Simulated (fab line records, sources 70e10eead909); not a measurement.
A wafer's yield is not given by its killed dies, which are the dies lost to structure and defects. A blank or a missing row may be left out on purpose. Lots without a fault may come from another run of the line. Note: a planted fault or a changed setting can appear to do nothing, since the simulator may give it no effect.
Matching of chambers + flow nandHarc + rieDiel-10 running NHARC_A_CONTACT_ETCH_75: 4 sister chambers
The step etches the open film in CF4, target depth 39 nm, time 65 s. 8 wafers are shown with their chamber, then 8 later ones without.

EACH WAFER AND ITS CHAMBER
| wafer  | chamber | showerheadPlenumPTorr (Torr) | drypumpMotorCurrentA (A) |
|--------|---------|------------------------------|--------------------------|
| L076.6 | 1       | 1.72                         | 6.1                      |
| L079.2 | 1       | 1.71                         | 6.1                      |
| L079.6 | 3       | 1.78                         | 6.2                      |
| L084.4 | 2       | 1.89                         | 5.6                      |
| L086.4 | 2       | 1.89                         | 5.5                      |
| L086.5 | 3       | 1.77                         | 6.2                      |
| L086.6 | 0       | 1.73                         | 6.3                      |
| L087.3 | 0       | 1.73                         | 6.3                      |

WAFERS WHOSE CHAMBER IS MISSING
| wafer  | showerheadPlenumPTorr (Torr) | drypumpMotorCurrentA (A) |
|--------|------------------------------|--------------------------|
| L087.4 | 1.89                         | 5.5                      |
| L087.6 | 1.89                         | 5.5                      |
| L091.3 | 1.77                         | 6.1                      |
| L091.4 | 1.73                         | 6.3                      |
| L091.5 | 1.73                         | 6.3                      |
| L092.3 | 1.70                         | 6.1                      |
| L092.4 | 1.73                         | 6.2                      |
| L092.5 | 1.73                         | 6.2                      |

EACH ONE'S CHAMBER
| wafer  | from the rows above     | in truth |
|--------|-------------------------|----------|
| L087.4 | 2                       | 2        |
| L087.6 | 2                       | 2        |
| L091.3 | 3                       | 3        |
| L091.4 | 0                       | 0        |
| L091.5 | 0                       | 0        |
| L092.3 | 1                       | 1        |
| L092.4 | can't be placed: 0 or 1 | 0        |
| L092.5 | can't be placed: 0 or 1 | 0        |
Placed correctly: 6 of 8. From these rows, 2 cannot be placed; in 2 the true chamber is one of the candidates. Number placed wrongly: 0.
How it was worked out, from the rows above alone: a wafer's distance from a chamber is the root of the sum, over the readings, of the square of ((its reading less the chamber's mean) divided by the reading's scatter). If the next closest chamber is less than 2 further off than the closest, the wafer can't be placed; otherwise it belongs to the closest. For every chamber, the mean is computed from those of its wafers that are shown. The scatter: the root of (the sum of the squares of (reading less its chamber's mean) over the shown wafers, divided by (wafers less chambers)).
